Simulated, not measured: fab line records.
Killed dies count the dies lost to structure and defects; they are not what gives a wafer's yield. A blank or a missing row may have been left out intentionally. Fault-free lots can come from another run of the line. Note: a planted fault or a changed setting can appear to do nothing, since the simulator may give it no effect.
The tool behind it: which one? ; flow n5 finfet ; Sampling: 9 lots, 26 wafers, 7 of 1938 route steps

## WHAT THE GAUGES SHOWED, per wafer
N5_BEOL_M4_RC_MEAS_101.
lot;measured;on;DIBL_N (mV/V);DIBL_P (mV/V);IOFF_N (nA/um);IOFF_P (nA/um);ION_N (uA/um);ION_P (uA/um);SS_N (mV/dec);SS_P (mV/dec);VT_N (mV);VT_P (mV)
L424;day 7 18:34;prober-02;34.8 37.7 34.1;34.4 37.2 33.6;0.14 0.20 0.14;0.19 0.22 0.17;662 679 653;453 465 444;71.0 72.4 70.5;73.3 73.2 72.7;250 245 249;-254 -251 -256
L427;day 8 15:19;prober-01;36.9 33.8 35.2;36.9 32.7 33.2;0.17 0.12 0.14;0.21 0.16 0.17;670 657 665;456 446 455;71.9 71.5 71.5;72.8 71.5 73.1;250 254 251;-249 -253 -254
L429;day 8 19:20;prober-01;39.6 32.6 40.8;39.0 29.5 38.8;0.24 0.10 0.28;0.26 0.13 0.26;707 654 684;475 447 460;71.7 69.6 72.6;74.3 71.7 74.4;241 256 243;-249 -256 -248
L437;day 11 07:16;prober-02;39.5 32.7 34.8;42.5 34.3 35.9;0.25 0.12 0.14;0.28 0.16 0.18;685 655 656;468 451 448;71.5 70.2 70.5;74.9 72.8 73.0;242 251 251;-246 -254 -255
L439;day 11 18:04;prober-01;36.1 33.1 34.8;35.7 33.1 34.8;0.15 0.10 0.12;0.22 0.18 0.20;662 661 664;457 463 469;72.0 71.2 71.0;73.1 72.2 72.6;251 255 250;-249 -250 -250
L440;day 12 02:52;prober-01;37.0 38.6;37.6 37.4;0.17 0.19;0.23 0.22;685 686;471 466;71.3 72.4;73.2 73.3;247 246;-253 -254
L445;day 13 03:22;prober-01;35.8 38.1 35.3;35.4 37.6 34.9;0.17 0.18 0.15;0.22 0.23 0.22;684 678 655;471 467 456;71.1 72.0 71.4;73.1 73.7 73.0;249 250 251;-247 -249 -249
L446;day 13 12:14;prober-02;35.0 34.7 32.9;35.1 34.8 32.7;0.13 0.15 0.10;0.19 0.19 0.16;655 681 656;452 468 455;71.1 71.2 71.0;72.8 73.5 72.0;255 251 259;-252 -250 -254
L447;day 13 12:32;prober-01;35.2 39.7 33.6;33.5 39.0 33.2;0.12 0.20 0.11;0.16 0.25 0.16;668 673 664;458 457 462;71.1 73.0 70.8;73.0 74.5 72.2;254 249 253;-252 -250 -254

N5_BEOL_M12_THK_MEAS_50: measures by xrf.
lot;measured;on;M12_THK (nm)
L424;day 10 07:07;film metro-02;327 322 329
L427;day 11 07:56;film metro-01;- - -
L429;day 11 16:10;film metro-01;- - -
L437;day 14 02:38;film metro-01;318 330 325
L439;day 14 13:02;film metro-01;317 331 331
L440;day 14 19:57;film metro-02;316 313
L445;day 16 00:33;film metro-02;320 324 316
L446;day 16 10:37;film metro-02;317 319 325
L447;day 16 10:59;film metro-01;327 328 326

N5_BEOL_M12_RS_MEAS_54: measures by four-point-probe.
lot;measured;on;M12_RS (ohm/sq)
L424;day 10 07:16;film metro-02;0.0589 0.0602 0.0583
L427;day 11 08:04;film metro-02;61.219 56.660 60.315
L429;day 11 16:17;film metro-01;58.023 60.348 59.968
L437;day 14 02:47;film metro-01;0.0622 0.0598 0.0609
L439;day 14 13:09;film metro-02;0.0619 0.0592 0.0592
L440;day 14 20:05;film metro-01;0.0620 0.0628
L445;day 16 00:41;film metro-02;0.0607 0.0600 0.0619
L446;day 16 10:45;film metro-02;0.0619 0.0615 0.0604
L447;day 16 11:07;film metro-02;0.0610 0.0608 0.0613

N5_BEOL_M12_INSPECT_55: inspects for defects (darkfield).
lot;measured;on;raw defect count
L424;day 10 07:17;defect inspect-02;40 59 48
L427;day 11 08:05;defect inspect-02;108 105 153
L429;day 11 16:19;defect inspect-01;85 28 74
L437;day 14 02:49;defect inspect-02;84 110 117
L439;day 14 13:11;defect inspect-01;123 114 65
L440;day 14 20:06;defect inspect-01;122 90
L445;day 16 00:42;defect inspect-02;101 93 90
L446;day 16 10:46;defect inspect-02;52 62 55
L447;day 16 11:08;defect inspect-02;55 69 76

## WHAT TOOL EACH LOT RAN ON (gives the tool, then ch and the chambers of the sampled wafers, and finally the start)
lot;N5_BEOL_M12_ETCH_68;N5_BEOL_M12_TRENCH_ETCH_34;N5_BEOL_M12_ECD_47
L424;rie diel-02 ch 1,3, day 10 05:20;rie diel-02 ch 1,3, day 10 05:31;ecd cu-02 ch 0,1, day 10 06:24
L427;rie diel-03 ch 0,1, day 11 04:08;rie diel-03 ch 0,1, day 11 04:20;ecd cu-02 ch 0,1, day 11 07:08
L429;rie diel-06 ch 0,3, day 11 11:13;rie diel-06 ch 0,3, day 11 11:24;ecd cu-01 ch 0,1, day 11 15:12
L437;rie diel-06 ch 0,1,3, day 14 00:20;rie diel-06 ch 0,1,3, day 14 00:31;ecd cu-02 ch 0,1, day 14 01:38
L439;rie diel-03 ch 1,2,3, day 14 09:08;rie diel-03 ch 1,2,3, day 14 09:19;ecd cu-01 ch 0,1, day 14 12:17
L440;rie diel-06 ch 0,1, day 14 17:23;rie diel-06 ch 0,1, day 14 17:34;ecd cu-02 ch 0, day 14 19:14
L445;rie diel-06 ch 0,2,3, day 15 20:37;rie diel-06 ch 0,2,3, day 15 20:48;ecd cu-01 ch 0,1, day 15 23:49
L446;rie diel-06 ch 0,3, day 16 04:47;rie diel-06 ch 0,3, day 16 04:59;ecd cu-02 ch 0,1, day 16 09:45
L447;rie diel-06 ch 2,3, day 16 05:50;rie diel-06 ch 2,3, day 16 06:01;ecd cu-01 ch 0,1, day 16 10:15
- N5_BEOL_M12_ETCH_68: etches SOC in N2/H2, time 285 s.
- N5_BEOL_M12_TRENCH_ETCH_34: etches SiOC in C4F8/O2/Ar, target depth 318.95 nm, time 125.5 s.
- N5_BEOL_M12_ECD_47: material Cu, target thk 720 nm.

## AS READ BY THE TOOLS THEMSELVES (means over the sampled wafers that have a number; for cases with no such wafer, the mark the record gives instead)
N5_BEOL_M12_ETCH_68.
lot;tool;drypump motor current A (A);oes product au (a.u.);rf vpp V (V);showerhead plenum p Torr (Torr);temp c (C);throttle valve pct (%)
L424;rie diel-02;5.58;0.86;522.5;2.49;39.98;18.0
L427;rie diel-03;5.14;0.90;524.9;2.55;40.08;17.4
L429;rie diel-06;6.01;0.78;521.1;2.44;39.97;17.6
L437;rie diel-06;5.80;0.86;525.3;2.58;40.12;17.6
L439;rie diel-03;5.63;0.77;522.7;2.48;39.99;17.6
L440;rie diel-06;5.73;0.80;522.5;2.51;40.00;17.6
L445;rie diel-06;5.83;0.82;524.8;2.57;40.08;17.7
L446;rie diel-06;6.01;0.82;524.6;2.53;40.00;17.5
L447;rie diel-06;5.79;0.85;526.9;2.65;39.98;17.7

N5_BEOL_M12_TRENCH_ETCH_34.
lot;tool;drypump motor current A (A);oes product au (a.u.);rf vpp V (V);showerhead plenum p Torr (Torr);throttle valve pct (%)
L424;rie diel-02;5.58;0.85;662.9;3.34;24.40
L427;rie diel-03;5.13;0.89;665.6;3.43;23.82
L429;rie diel-06;5.99;0.78;662.9;3.27;23.98
L437;rie diel-06;5.77;0.87;667.2;3.45;24.02
L439;rie diel-03;5.61;0.76;664.1;3.35;24.05
L440;rie diel-06;5.75;0.80;664.8;3.36;24.01
L445;rie diel-06;5.83;0.82;667.0;3.44;24.05
L446;rie diel-06;5.99;0.81;665.4;3.38;23.90
L447;rie diel-06;5.80;0.85;669.1;3.55;24.10

## THE ANSWER, worked out from the rows above alone
Rule: the usual values come from the lots themselves. Put in order of their means at a reading, lots are off if they are a third of the lots or fewer, leave a main group of 4 or more, and stand apart from it by a gap of 3 or more times the standard deviation of the main group's means; of several such gaps the widest counts. A main group is skipped when, at the precision printed for the reading in the tables above, its means are all equal. Also off: a lot with no number at a reading for which 4 or more lots have one. Any other lot the step has rows for is counted as sound. The gauges are gone through in route order, then the tools' own readings, and for those a lot's mean is taken as printed above. The first step at which some lot is off is used, and at that step the reading that is off furthest; a lot without a number counts as furthest.
Off: L427, L429, seen at N5_BEOL_M12_THK_MEAS_50 (M12_THK). Without a number there: L427, L429. For the main group the mean is 323 nm and the standard deviation 4.2.
If a tool, at a process step before that reading, ran all the lots that are off and no sound lot after the first of them, it fits. Those tools and the gauges at N5_BEOL_M12_THK_MEAS_50 are tried in the same way. No candidate that was tried fits.

## WHAT THE SIMULATOR PUT IN
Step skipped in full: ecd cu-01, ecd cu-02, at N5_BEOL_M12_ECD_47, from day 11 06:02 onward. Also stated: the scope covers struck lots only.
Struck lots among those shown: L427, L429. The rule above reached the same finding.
